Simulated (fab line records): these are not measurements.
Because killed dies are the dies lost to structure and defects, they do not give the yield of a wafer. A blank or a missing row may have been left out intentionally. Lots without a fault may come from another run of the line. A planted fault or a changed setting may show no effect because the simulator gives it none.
What tool caused it?	flow n5-finfet	9 lots, 26 wafers sampled, at 5 steps of a route of 1938

WHAT THE GAUGES READ, wafer by wafer
N5_BEOL_M4_RC_MEAS_101.
lot	measured	on	DIBL_N (mV/V)	DIBL_P (mV/V)	IOFF_N (nA/um)	IOFF_P (nA/um)	ION_N (uA/um)	ION_P (uA/um)	SS_N (mV/dec)	SS_P (mV/dec)	VT_N (mV)	VT_P (mV)
L715	day 8 14:51	prober-02	37.3 33.8 35.5	37.5 33.5 36.1	0.18 0.12 0.15	0.23 0.17 0.21	680 677 683	470 471 476	71.2 70.7 72.1	72.8 71.7 72.8	247 255 250	-250 -253 -250
L718	day 9 15:35	prober-02	37.4 35.1 32.3	38.4 34.8 33.3	0.18 0.14 0.11	0.24 0.18 0.16	660 658 657	460 445 457	72.2 71.9 70.5	73.5 72.8 72.1	251 254 255	-247 -251 -254
L720	day 10 07:21	prober-01	34.9 35.6 33.3	35.2 36.8 33.1	0.15 0.16 0.12	0.22 0.23 0.19	679 675 690	467 467 479	71.0 71.6 70.1	73.7 74.1 72.8	249 249 254	-250 -248 -249
L721	day 10 09:15	prober-01	35.8 35.6 34.2	36.3 34.7 33.9	0.16 0.15 0.13	0.20 0.17 0.17	684 666 657	464 450 448	71.3 71.1 71.1	72.9 72.7 72.1	249 249 251	-251 -253 -253
L722	day 10 15:11	prober-02	37.2 37.7 35.5	37.8 39.0 36.4	0.19 0.19 0.16	0.25 0.27 0.23	685 675 683	472 466 475	72.0 72.6 71.1	72.9 73.8 73.1	246 246 249	-244 -247 -248
L723	day 11 11:26	prober-02	39.5 38.9	39.9 38.0	0.22 0.21	0.26 0.22	672 676	463 453	73.9 72.8	74.1 74.5	250 248	-247 -250
L729	day 12 03:55	prober-01	37.3 36.3 37.3	36.6 35.8 36.4	0.16 0.15 0.17	0.23 0.22 0.23	678 662 667	472 460 464	71.4 71.4 71.9	72.5 73.4 73.5	254 253 249	-245 -248 -247
L730	day 13 00:05	prober-02	33.4 35.3 34.3	33.1 34.8 33.9	0.13 0.16 0.14	0.17 0.19 0.18	682 677 672	465 462 459	71.4 71.3 71.9	72.7 73.6 73.2	251 247 250	-254 -251 -252
L733	day 13 10:06	prober-01	33.2 36.3 36.8	33.6 37.7 38.6	0.12 0.18 0.19	0.16 0.21 0.22	669 678 677	452 461 458	71.2 71.9 72.1	72.4 74.4 74.3	252 248 246	-256 -250 -253

N5_BEOL_M10_CD_MEAS_28 targets a cd of 70 nm.
lot	measured	on	cd-nm (nm)
L715	day 10 15:23	cd-sem-02	70.5 71.0 71.0
L718	day 11 15:02	cd-sem-01	69.8 70.7 71.2
L720	day 12 08:16	cd-sem-02	68.6 70.0 70.6
L721	day 12 18:46	cd-sem-01	68.4 69.0 68.8
L722	day 12 21:17	cd-sem-02	70.4 71.0 69.3
L723	day 13 13:10	cd-sem-02	80.9 70.4
L729	day 14 07:04	cd-sem-02	70.9 71.0 71.0
L730	day 15 01:38	cd-sem-02	70.0 70.6 69.6
L733	day 15 18:35	cd-sem-03	68.8 69.8 69.0

N5_BEOL_M10_INSPECT_30: inspects for defects (brightfield).
lot	measured	on	raw-defect-count
L715	day 10 15:26	defect-inspect-02	571 348 353
L718	day 11 15:05	defect-inspect-01	466 421 614
L720	day 12 08:19	defect-inspect-02	396 568 522
L721	day 12 18:50	defect-inspect-02	459 457 513
L722	day 12 21:20	defect-inspect-02	688 468 428
L723	day 13 13:13	defect-inspect-01	472 379
L729	day 14 07:07	defect-inspect-02	589 424 363
L730	day 15 01:41	defect-inspect-02	289 240 253
L733	day 15 18:38	defect-inspect-02	511 437 457

WHAT TOOL EACH LOT RAN ON (gives the tool, then ch and the chambers of the sampled wafers, and finally the start)
lot	N5_BEOL_M10_HM_OPEN_17	N5_BEOL_M10_PEB_26
L715	rie-metal-03 ch 0,1, day 10 11:35	litho-track-02 ch 0, day 10 15:19
L718	rie-metal-02 ch 0,1, day 11 14:18	litho-track-02 ch 0, day 11 14:58
L720	rie-metal-03 ch 0,1, day 12 05:57	litho-track-02 ch 0, day 12 08:11
L721	rie-metal-03 ch 0, day 12 14:06	litho-track-03 ch 0, day 12 18:42
L722	rie-metal-01 ch 0,1, day 12 20:40	litho-track-02 ch 0, day 12 21:13
L723	rie-metal-03 ch 0,1, day 13 11:57	litho-track-02 ch 0, day 13 13:06
L729	rie-metal-03 ch 0,1, day 14 05:56	litho-track-04 ch 0, day 14 06:59
L730	rie-metal-03 ch 0,1, day 14 22:26	litho-track-03 ch 0, day 15 01:34
L733	rie-metal-01 ch 1, day 15 17:40	litho-track-03 ch 0, day 15 18:31
- N5_BEOL_M10_HM_OPEN_17: chemistry Cl2/BCl3, target TiN, target depth 20 nm, overetch 6 nm.
- N5_BEOL_M10_PEB_26: peb time 60 s.

WHAT THE TOOLS THEMSELVES READ (means of the sampled wafers that have a number; where no wafer has one, the mark that the record gives instead)
N5_BEOL_M10_HM_OPEN_17.
lot	tool	drypump-motor-current-A (A)	oes-product-au (a.u.)	throttle-valve-pct (%)
L715	rie-metal-03	5.4	0.54	22.36
L718	rie-metal-02	6.0	0.56	22.48
L720	rie-metal-03	5.4	0.54	22.37
L721	rie-metal-03	6.6	0.58	22.27
L722	rie-metal-01	5.8	0.75	21.96
L723	rie-metal-03	5.8	0.70	22.16
L729	rie-metal-03	5.4	0.72	22.15
L730	rie-metal-03	5.4	0.71	22.14
L733	rie-metal-01	5.5	0.64	22.08

THE ANSWER, worked out from the rows above alone
Rule: the usual values come from the lots themselves. Put in order of their means at a reading, lots are off if they are a third of the lots or fewer, leave a main group of 4 or more, and stand apart from it by a gap of 3 or more times the standard deviation of the main group's means; of several such gaps the widest counts. Not used: any main group whose means are identical at the precision the tables above print for the reading. A lot without any number at a reading at which 4 lots or more have one is off too. The other lots that the step has rows for count as sound. After the gauges, taken in route order, come the tools' own readings; for these a lot's mean is taken, as printed above. At the first step where some lot is off, the reading lying furthest off is the one used; lots without a number count as furthest.
Off: L723, seen at N5_BEOL_M4_RC_MEAS_101 (SS_N). The main group: mean 71.5 mV/dec, standard deviation 0.3.
A tool fits if, at a process step before that reading, it ran every lot that is off, and no sound lot after the first of them. The gauges at N5_BEOL_M4_RC_MEAS_101 aren't tried: what is off there is off at N5_BEOL_M10_CD_MEAS_28 too, on other tools, and a gauge's error can't cause that. None of those tried fits.

WHAT THE SIMULATOR HAD PUT IN
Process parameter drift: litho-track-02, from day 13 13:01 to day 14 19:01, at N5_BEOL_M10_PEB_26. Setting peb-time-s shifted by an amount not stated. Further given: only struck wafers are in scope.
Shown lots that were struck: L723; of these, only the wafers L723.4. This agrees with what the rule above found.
